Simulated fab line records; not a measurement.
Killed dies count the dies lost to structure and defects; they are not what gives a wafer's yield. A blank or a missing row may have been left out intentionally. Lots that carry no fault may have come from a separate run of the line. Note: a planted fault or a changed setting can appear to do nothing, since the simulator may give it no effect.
The tool behind it: which one?	flow n5-finfet	7 lots with 19 wafers sampled at 3 steps, on a route of 1938 steps

## WHAT THE GAUGES READ, wafer by wafer
N5_BEOL_M4_INSPECT_59: inspects for defects (darkfield).
lot	measured	on	raw-defect-count
L189	day 8 02:00	defect-inspect-01	54 83
L193	day 9 03:01	defect-inspect-01	76 98 93
L196	day 10 00:05	defect-inspect-01	85 49
L203	day 11 08:11	defect-inspect-02	99 68 70
L206	day 12 09:38	defect-inspect-01	32 47 31
L207	day 13 02:54	defect-inspect-01	48 49 80
L211	day 13 19:02	defect-inspect-02	55 62 79

## WHICH TOOL RAN EACH LOT (tool, then ch and the chambers of the sampled wafers, then the start)
lot	N5_BEOL_M4_ANNEAL_93	N5_BEOL_M4_SPUTTER_96
L189	pvd-sputter-02, day 8 00:34	pvd-sputter-02, day 8 00:56
L193	pvd-sputter-03, day 9 01:34	pvd-sputter-03, day 9 01:56
L196	pvd-sputter-03, day 9 22:25	pvd-sputter-03, day 9 22:46
L203	pvd-sputter-01, day 11 06:05	pvd-sputter-01, day 11 06:27
L206	pvd-sputter-02, day 12 08:13	pvd-sputter-02, day 12 08:34
L207	pvd-sputter-01, day 13 01:22	pvd-sputter-01, day 13 01:43
L211	pvd-sputter-03, day 13 17:34	pvd-sputter-03, day 13 17:56
- N5_BEOL_M4_ANNEAL_93: time 240 s.
- N5_BEOL_M4_SPUTTER_96: material Cu, target thk 4.5 nm, time 8.29 s.

## THE ANSWER, worked out from the rows above alone
Rule: usual is defined by the lots themselves. Put in order of their means at a reading, lots are off if they are a third of the lots or fewer, leave a main group of 4 or more, and stand apart from it by a gap of 3 or more times the standard deviation of the main group's means; of several such gaps the widest counts. The tables above print the reading to a certain number of digits; a main group whose means all agree to those digits is not used. A lot without any number at a reading at which 4 lots or more have one is off too. Where the step has rows for the other lots, those lots are counted as sound.
Across all readings shown, no lot is off: no conclusion can be drawn from this.

## WHAT WAS PUT IN BY THE SIMULATOR
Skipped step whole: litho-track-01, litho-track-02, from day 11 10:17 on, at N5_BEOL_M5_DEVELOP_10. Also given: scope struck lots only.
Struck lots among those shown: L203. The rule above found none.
